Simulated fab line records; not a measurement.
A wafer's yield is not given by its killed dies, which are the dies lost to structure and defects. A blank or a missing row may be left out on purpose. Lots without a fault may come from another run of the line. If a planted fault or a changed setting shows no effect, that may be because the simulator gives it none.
What tool caused it?	flow nand_harc	12 lots, 33 wafers sampled, at 5 steps of a route of 1159

== WHAT EACH GAUGE READ, for each wafer ==
NHARC_END_SORT_01.
lot	measured	on	killed_at_array	killed_at_other	killed_at_periphery	killed_dies	killed_open	killed_short
L264	day 22 07:00	prober-01	675 15	0 0	2 6	677 21	2 2	3 1
L267	day 22 09:25	prober-02	47 674	0 0	4 3	51 677	3 3	4 3
L268	day 22 17:11	prober-01	669 15	1 1	7 4	677 20	3 4	2 0

== WHICH TOOL RAN EACH LOT (tool, then ch and the chambers of the sampled wafers, then the start) ==
lot	NHARC_A_SLIT_ETCH_29	NHARC_A_WL_FILL_RTA_01	NHARC_A_WL_FILL_ALD_02	NHARC_A_WL_FILL_ALD_10
L255	rie_diel-07 ch 0,1,3, day 14 09:25	rtp_anneal-02 ch 0, day 14 18:15	ald_metal-01 ch 1,2,3, day 14 18:32	ald_hk-02 ch 1,2,3, day 15 09:28
L257	rie_diel-07 ch 0,1, day 15 15:56	rtp_anneal-01 ch 0, day 15 23:39	ald_metal-04 ch 0,2,3, day 15 23:49	ald_hk-02 ch 1,2,3, day 16 13:56
L258	rie_diel-06 ch 0,1, day 15 17:37	rtp_anneal-02 ch 0, day 15 23:51	ald_metal-03 ch 0,1, day 15 23:59	ald_hk-02 ch 0,2,3, day 16 17:32
L260	rie_diel-07 ch 2,3, day 16 10:38	rtp_anneal-02 ch 0, day 16 19:34	ald_metal-04 ch 1,2, day 16 19:52	ald_hk-01 ch 1,2, day 17 05:49
L264	rie_diel-02 ch 1,3, day 16 18:24	rtp_anneal-02 ch 0, day 17 03:01	ald_metal-03 ch 0,3, day 17 03:14	ald_hk-02 ch 0,2, day 18 02:58
L267	rie_diel-06 ch 0,1, day 17 07:01	rtp_anneal-02 ch 0, day 17 14:15	ald_metal-03 ch 0,3, day 17 14:28	ald_hk-04 ch 0,1, day 18 09:40
L268	rie_diel-07 ch 1,2, day 17 16:24	rtp_anneal-01 ch 0, day 18 01:04	ald_metal-03 ch 1, day 18 01:11	ald_hk-02 ch 0,1, day 18 14:29
L270	rie_diel-02 ch 0,1, day 18 03:48	rtp_anneal-01 ch 0, day 18 12:24	ald_metal-04 ch 2,3, day 18 12:40	ald_hk-04 ch 0,2,3, day 18 23:01
L272	rie_diel-07 ch 0,1,3, day 18 17:34	rtp_anneal-01 ch 0, day 19 01:35	ald_metal-04 ch 2,3, day 19 01:47	ald_hk-01 ch 0,3, day 19 17:07
L271	rie_diel-07 ch 1,2,3, day 18 18:32	rtp_anneal-01 ch 0, day 19 01:43	ald_metal-01 ch 0,1,2, day 19 01:55	ald_hk-01 ch 1,2,3, day 19 20:11
L273	rie_diel-07 ch 0,1,2, day 18 20:14	rtp_anneal-02 ch 0, day 19 04:46	ald_metal-04 ch 0,1,3, day 19 05:01	ald_hk-01 ch 0,2,3, day 19 22:47
L275	rie_diel-02 ch 0,1,2, day 19 00:33	rtp_anneal-02 ch 0, day 19 09:08	ald_metal-04 ch 1,2,3, day 19 09:25	ald_hk-01 ch 0,1,2, day 20 08:17
- NHARC_A_SLIT_ETCH_29: etches the open film in CF4/O2, target depth 100 nm, overetch 10 nm, time 55 s.
- NHARC_A_WL_FILL_RTA_01: time 5 s.
- NHARC_A_WL_FILL_ALD_02: deposits TiN, target thk 2 nm, pulse time 3 s, ald cycles 100.
- NHARC_A_WL_FILL_ALD_10: deposits SiO2, target thk 50 nm, pulse time 10 s, ald cycles 500.

== AS READ BY THE TOOLS THEMSELVES (means over the sampled wafers that have a number; for cases with no such wafer, the mark the record gives instead) ==
NHARC_A_SLIT_ETCH_29.
lot	tool	bias_w (W)	drypump_motor_current_A (A)	oes_o_777_au (a.u.)	oes_product_au (a.u.)	rf_vpp_V (V)	showerhead_plenum_p_Torr (Torr)	throttle_valve_pct (%)
L255	rie_diel-07	99.81	5.7	1.001	1.005	198.9	1.37	13.393
L257	rie_diel-07	100.28	6.1	1.001	1.005	198.0	1.36	13.406
L258	rie_diel-06	100.00	6.0	0.999	1.002	197.7	1.33	13.401
L260	rie_diel-07	99.59	5.5	1.000	0.996	198.5	1.37	13.398
L264	rie_diel-02	99.77	6.0	1.000	1.012	197.1	1.29	13.402
L267	rie_diel-06	100.03	6.1	1.000	1.008	197.4	1.33	13.398
L268	rie_diel-07	100.05	5.6	0.999	1.004	199.2	1.40	13.402
L270	rie_diel-02	100.30	6.0	1.002	1.004	197.5	1.33	13.393
L272	rie_diel-07	99.90	5.7	0.998	1.005	198.7	1.37	13.400
L271	rie_diel-07	100.24	5.5	0.996	0.998	199.6	1.39	13.397
L273	rie_diel-07	100.16	5.9	1.000	1.003	198.1	1.38	13.400
L275	rie_diel-02	100.22	5.9	1.001	0.995	198.9	1.36	13.398

NHARC_A_WL_FILL_RTA_01.
lot	tool	anneal_temp_c_max	lamp_power_pct (%)	lamp_zone_1_pct (%)	wafer_temp_C_max
L255	rtp_anneal-02	1003.2	31.5	31.5	1003.2
L257	rtp_anneal-01	1007.1	35.0	34.9	1004.2
L258	rtp_anneal-02	1003.7	31.4	31.4	1003.3
L260	rtp_anneal-02	1002.3	31.4	31.4	1002.8
L264	rtp_anneal-02	1003.0	31.4	31.4	1003.5
L267	rtp_anneal-02	1003.0	31.4	31.4	1002.3
L268	rtp_anneal-01	1007.0	35.0	35.0	1003.9
L270	rtp_anneal-01	1008.0	35.0	34.9	1004.0
L272	rtp_anneal-01	1009.2	35.0	35.0	1005.1
L271	rtp_anneal-01	1006.6	35.0	35.0	1004.2
L273	rtp_anneal-02	1003.1	31.4	31.4	1002.9
L275	rtp_anneal-02	1002.8	31.4	31.5	1002.2

NHARC_A_WL_FILL_ALD_02.
lot	tool	heater_power_w (W)	precursor_pulse_height_rel
L255	ald_metal-01	1098	1.002
L257	ald_metal-04	1033	0.997
L258	ald_metal-03	948	1.003
L260	ald_metal-04	976	0.992
L264	ald_metal-03	844	0.998
L267	ald_metal-03	856	1.007
L268	ald_metal-03	1064	1.002
L270	ald_metal-04	1002	0.991
L272	ald_metal-04	1019	0.982
L271	ald_metal-01	1081	0.994
L273	ald_metal-04	1026	0.999
L275	ald_metal-04	996	0.996

NHARC_A_WL_FILL_ALD_10.
lot	tool	heater_power_w (W)	precursor_pulse_height_rel
L255	ald_hk-02	492	1.006
L257	ald_hk-02	494	0.982
L258	ald_hk-02	503	1.018
L260	ald_hk-01	412	1.000
L264	ald_hk-02	474	1.010
L267	ald_hk-04	454	1.002
L268	ald_hk-02	418	1.000
L270	ald_hk-04	499	0.992
L272	ald_hk-01	422	1.012
L271	ald_hk-01	420	0.987
L273	ald_hk-01	416	1.003
L275	ald_hk-01	425	0.995

== THE ANSWER, worked out from the rows above alone ==
Rule: the lots themselves supply what counts as usual. The widest of any qualifying gaps counts: lots, ordered by their means at a reading, are off when they make up no more than a third of the lots, leave a main group of 4 or more, and stand apart from it by 3 or more times the standard deviation of that group's means. A main group whose means are all the same, to the digits that the tables above print for the reading, isn't used. Also off: a lot with no number at a reading for which 4 or more lots have one. Where the step has rows for the other lots, those lots are counted as sound. After the gauges, taken in route order, come the tools' own readings; for these a lot's mean is taken, as printed above. At the first step where some lot is off, the reading lying furthest off is the one used; lots without a number count as furthest.
Across all readings shown, no lot is off: no conclusion can be drawn from this.

== WHAT WAS PUT IN BY THE SIMULATOR ==
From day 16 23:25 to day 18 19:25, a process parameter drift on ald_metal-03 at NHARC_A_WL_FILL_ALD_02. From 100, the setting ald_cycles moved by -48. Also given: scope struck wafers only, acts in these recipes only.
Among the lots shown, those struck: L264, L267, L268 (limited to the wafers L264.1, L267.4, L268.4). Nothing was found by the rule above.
